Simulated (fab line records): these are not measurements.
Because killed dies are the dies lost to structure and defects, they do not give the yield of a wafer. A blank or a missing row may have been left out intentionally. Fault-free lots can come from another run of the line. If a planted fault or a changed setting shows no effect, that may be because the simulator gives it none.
Matching of chambers :: flow nand-harc :: rie-diel-11 running NHARC_P_M1_STRIP_18: 4 sister chambers
The step strips in N2/H2. 14 wafers are shown with their chamber, then 7 later ones without.

## WAFERS, EACH WITH ITS CHAMBER
wafer: L074.1
chamber: 3
drypump-motor-current-A (A): 5.9
showerhead-plenum-p-Torr (Torr): 1.97
throttle-valve-pct (%): 14.157

wafer: L074.2
chamber: 1
drypump-motor-current-A (A): 5.6
showerhead-plenum-p-Torr (Torr): 1.92
throttle-valve-pct (%): 14.179

wafer: L074.4
chamber: 0
drypump-motor-current-A (A): 6.4
showerhead-plenum-p-Torr (Torr): 2.02
throttle-valve-pct (%): 14.183

wafer: L078.1
chamber: 3
drypump-motor-current-A (A): 5.9
showerhead-plenum-p-Torr (Torr): 1.97
throttle-valve-pct (%): 14.165

wafer: L078.2
chamber: 1
drypump-motor-current-A (A): 5.6
showerhead-plenum-p-Torr (Torr): 1.92
throttle-valve-pct (%): 14.174

wafer: L078.4
chamber: 2
drypump-motor-current-A (A): 5.3
showerhead-plenum-p-Torr (Torr): 1.99
throttle-valve-pct (%): 14.174

wafer: L079.2
chamber: 1
drypump-motor-current-A (A): 5.6
showerhead-plenum-p-Torr (Torr): 1.91
throttle-valve-pct (%): 14.171

wafer: L079.5
chamber: 0
drypump-motor-current-A (A): 6.3
showerhead-plenum-p-Torr (Torr): 2.01
throttle-valve-pct (%): 14.171

wafer: L079.6
chamber: 1
drypump-motor-current-A (A): 5.6
showerhead-plenum-p-Torr (Torr): 1.91
throttle-valve-pct (%): 14.163

wafer: L081.1
chamber: 3
drypump-motor-current-A (A): 5.9
showerhead-plenum-p-Torr (Torr): 1.96
throttle-valve-pct (%): 14.175

wafer: L081.3
chamber: 1
drypump-motor-current-A (A): 5.6
showerhead-plenum-p-Torr (Torr): 1.91
throttle-valve-pct (%): 14.160

wafer: L081.5
chamber: 1
drypump-motor-current-A (A): 5.6
showerhead-plenum-p-Torr (Torr): 1.91
throttle-valve-pct (%): 14.164

wafer: L086.1
chamber: 2
drypump-motor-current-A (A): 5.3
showerhead-plenum-p-Torr (Torr): 1.97
throttle-valve-pct (%): 14.175

wafer: L086.2
chamber: 1
drypump-motor-current-A (A): 5.6
showerhead-plenum-p-Torr (Torr): 1.91
throttle-valve-pct (%): 14.162

SIGNATURES (means of the wafers above)
reading: drypump-motor-current-A
chamber 0: 6.350
chamber 1: 5.600
chamber 2: 5.300
chamber 3: 5.900
scatter within a chamber: 0.0224

reading: showerhead-plenum-p-Torr
chamber 0: 2.0150
chamber 1: 1.9129
chamber 2: 1.9800
chamber 3: 1.9667
scatter within a chamber: 0.00678

reading: throttle-valve-pct
chamber 0: 14.17700
chamber 1: 14.16757
chamber 2: 14.17450
chamber 3: 14.16567
scatter within a chamber: 0.00735
Rule: for a wafer and a chamber, the distance is found by dividing, reading by reading, the gap between the wafer's reading and the chamber's mean by the reading's scatter, squaring, summing and taking the root. The wafer belongs to the nearest chamber; if the next one is less than 2 further off, it can't be placed. The scatter is the square root of a quotient: the sum, over the shown wafers, of each reading's squared deviation from its chamber's mean, divided by wafers minus chambers.

## WAFERS WITH NO CHAMBER GIVEN
wafer: L086.5
drypump-motor-current-A (A): 5.6
showerhead-plenum-p-Torr (Torr): 1.91
throttle-valve-pct (%): 14.151

wafer: L094.2
drypump-motor-current-A (A): 6.3
showerhead-plenum-p-Torr (Torr): 2.00
throttle-valve-pct (%): 14.167

wafer: L094.3
drypump-motor-current-A (A): 5.9
showerhead-plenum-p-Torr (Torr): 1.95
throttle-valve-pct (%): 14.179

wafer: L094.5
drypump-motor-current-A (A): 5.8
showerhead-plenum-p-Torr (Torr): 1.95
throttle-valve-pct (%): 14.159

wafer: L097.1
drypump-motor-current-A (A): 6.3
showerhead-plenum-p-Torr (Torr): 1.99
throttle-valve-pct (%): 14.176

wafer: L097.3
drypump-motor-current-A (A): 5.8
showerhead-plenum-p-Torr (Torr): 1.94
throttle-valve-pct (%): 14.178

wafer: L097.4
drypump-motor-current-A (A): 5.6
showerhead-plenum-p-Torr (Torr): 1.89
throttle-valve-pct (%): 14.183

## WHICH CHAMBER EACH WENT THROUGH
wafer: L086.5
from the rows above: 1
in truth: 1

wafer: L094.2
from the rows above: 0
in truth: 0

wafer: L094.3
from the rows above: 3
in truth: 3

wafer: L094.5
from the rows above: 3
in truth: 3

wafer: L097.1
from the rows above: 0
in truth: 0

wafer: L097.3
from the rows above: 3
in truth: 3

wafer: L097.4
from the rows above: 1
in truth: 1
Correctly placed: 7 of 7. Can't be placed from these rows: 0. Wrongly placed: 0.
